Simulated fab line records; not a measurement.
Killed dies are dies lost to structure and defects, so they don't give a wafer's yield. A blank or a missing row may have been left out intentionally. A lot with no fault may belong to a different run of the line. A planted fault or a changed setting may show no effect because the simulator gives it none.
Which tool is to blame? :: flow nand-harc :: Sampling: 6 lots, 18 wafers, 4 of 1159 route steps

WHAT EACH GAUGE READ, for each wafer
NHARC_A_M1_CD_MEAS_09: the cd target is 120 nm.
lot: L739
measured: day 18 09:46
on: cd-sem-01
cd-nm (nm): 120.3 120.3 120.1

lot: L742
measured: day 19 09:56
on: cd-sem-02
cd-nm (nm): 119.0 118.6 119.3

lot: L747
measured: day 20 12:29
on: cd-sem-01
cd-nm (nm): 119.9 119.4 119.0

lot: L756
measured: day 23 00:55
on: cd-sem-01
cd-nm (nm): 119.6 119.7 119.9

lot: L758
measured: day 23 11:31
on: cd-sem-01
cd-nm (nm): 120.1 119.8 120.6

lot: L757
measured: day 23 12:28
on: cd-sem-01
cd-nm (nm): 120.2 119.6 120.4

WHICH TOOL RAN EACH LOT (tool, then ch and the chambers of the sampled wafers, then the start)
lot: L739
NHARC_A_M0_ETCH_15: rie-diel-06 ch 0,1,2, day 18 07:07 or earlier
NHARC_A_M0_ANNEAL_30: rtp-anneal-02 ch 0, day 18 07:07
NHARC_A_M1_SOFTBAKE_04: litho-track-06 ch 0, day 18 09:00

lot: L742
NHARC_A_M0_ETCH_15: rie-diel-06 ch 0,2,3, day 19 07:16 or earlier
NHARC_A_M0_ANNEAL_30: rtp-anneal-01 ch 0, day 19 07:16
NHARC_A_M1_SOFTBAKE_04: litho-track-01 ch 0, day 19 09:00

lot: L747
NHARC_A_M0_ETCH_15: rie-diel-13 ch 0,2,3, day 20 10:26 or earlier
NHARC_A_M0_ANNEAL_30: rtp-anneal-01 ch 0, day 20 10:26
NHARC_A_M1_SOFTBAKE_04: litho-track-04 ch 0, day 20 12:00

lot: L756
NHARC_A_M0_ETCH_15: rie-diel-13 ch 0,3, day 22 21:47 or earlier
NHARC_A_M0_ANNEAL_30: rtp-anneal-02 ch 0, day 22 21:47
NHARC_A_M1_SOFTBAKE_04: litho-track-04 ch 0, day 23 00:00

lot: L758
NHARC_A_M0_ETCH_15: rie-diel-07 ch 1,2,3, day 23 09:21 or earlier
NHARC_A_M0_ANNEAL_30: rtp-anneal-01 ch 0, day 23 09:21
NHARC_A_M1_SOFTBAKE_04: litho-track-04 ch 0, day 23 11:00

lot: L757
NHARC_A_M0_ETCH_15: rie-diel-13 ch 1,3, day 23 10:13 or earlier
NHARC_A_M0_ANNEAL_30: rtp-anneal-02 ch 0, day 23 10:13
NHARC_A_M1_SOFTBAKE_04: litho-track-06 ch 0, day 23 12:00
- NHARC_A_M0_ETCH_15: etches the open film in C4F8/Ar, target depth 150 nm, overetch 15 nm, time 82.5 s.
- NHARC_A_M0_ANNEAL_30: time 90 s.
- NHARC_A_M1_SOFTBAKE_04: time 55 s.

THE ANSWER, worked out from the rows above alone
Rule: what is usual is taken from the lots themselves. Put in order of their means at a reading, lots are off if they are a third of the lots or fewer, leave a main group of 4 or more, and stand apart from it by a gap of 3 or more times the standard deviation of the main group's means; of several such gaps the widest counts. The tables above print the reading to a certain number of digits; a main group whose means all agree to those digits is not used. Also off: a lot with no number at a reading for which 4 or more lots have one. The other lots that the step has rows for count as sound.
None of the lots is off at any reading shown; this tells nothing.

WHAT WAS PUT IN BY THE SIMULATOR
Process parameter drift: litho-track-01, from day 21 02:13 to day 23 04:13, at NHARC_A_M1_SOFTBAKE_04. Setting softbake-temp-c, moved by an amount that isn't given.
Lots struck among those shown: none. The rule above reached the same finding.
